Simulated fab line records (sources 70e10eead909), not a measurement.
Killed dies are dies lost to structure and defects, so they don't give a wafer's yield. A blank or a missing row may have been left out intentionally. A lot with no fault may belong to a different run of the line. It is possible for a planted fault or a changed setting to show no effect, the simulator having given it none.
One fault through the eyes of 2 desks / flow nand-harc / each desk has only its own numbers; what lay behind them comes last

== FOR THE TOOL OWNER'S DESK: arfi-scanner-03 ==
The tool's own readings at NHARC_P_M1_EXPOSE_06 (exposes mask P M1, target cd 130 nm): means of the sampled wafers that have a number, for each lot that ran on this tool. If a lot's mean is further than 4 standard deviations from the usual mean, the lot is out of limits and carries the mark OUT (the distance appears in the brackets).
Columns: A = exposure-dose-mJ-cm2 at NHARC_P_M1_EXPOSE_06, usual 81.89
lot=L630; first seen here=day 6 09:33; A=81.90
lot=L635; first seen here=day 7 04:02; A=81.88
lot=L638; first seen here=day 8 08:52; A=64.30 (-99 or more) OUT
lot=L641; first seen here=day 8 10:38; A=67.84 (-99 or more) OUT
lot=L640; first seen here=day 8 11:52; A=70.52 (-99 or more) OUT
lot=L642; first seen here=day 9 04:28; A=72.55 (-99 or more) OUT
This desk's finding: out of limits on L638, L640, L641, L642; first on L638, day 8 08:52 (exposure-dose-mJ-cm2 at NHARC_P_M1_EXPOSE_06). In limits: L630, L635.

== METROLOGY DESK ==
What the gauges read, lot by lot, whatever tool the lot ran on: means of the sampled wafers that have a number. If a lot's mean is further than 4 standard deviations from the usual mean, the lot is out of limits and carries the mark OUT (the distance appears in the brackets).
Columns: A = cd-nm at NHARC_P_M1_CD_MEAS_09, usual 130.2 nm
lot=L630; first seen here=day 6 09:41; A=129.5
lot=L632; first seen here=day 6 13:35; A=130.4
lot=L635; first seen here=day 7 04:10; A=131.1
lot=L639; first seen here=day 8 08:17; A=130.3
lot=L638; first seen here=day 8 09:01; A=115.3 (-25) OUT
lot=L641; first seen here=day 8 10:46; A=119.1 (-19) OUT
lot=L640; first seen here=day 8 12:00; A=121.7 (-14) OUT
lot=L642; first seen here=day 9 04:37; A=123.3 (-12) OUT
lot=L646; first seen here=day 9 23:38; A=129.6
lot=L653; first seen here=day 12 04:24; A=130.0
This desk's finding: out of limits on L638, L640, L641, L642; first on L638, day 8 09:01 (cd-nm at NHARC_P_M1_CD_MEAS_09). In limits: L630, L632, L635, L639, L646, L653.

== TAKEN TOGETHER ==
At day 8 08:52, on L638, L640, L641, L642, the tool owner's desk was in a position to raise an alarm.
At day 8 09:01 the metrology desk could have sounded an alarm, on L638, L640, L641, L642.
NHARC_P_M1_EXPOSE_06 was run on arfi-scanner-03 by each of the lots named.

== WHAT HAD BEEN PUT IN BY THE SIMULATOR ==
Process parameters drifting: arfi-scanner-03 at NHARC_P_M1_EXPOSE_06, beginning at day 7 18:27. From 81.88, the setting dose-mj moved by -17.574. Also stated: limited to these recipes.
Shown lots that were struck: L638, L640, L641, L642.
Hours from the fault's start to each desk's first reading out of limits: the tool owner's desk, 14; the metrology desk, 15.
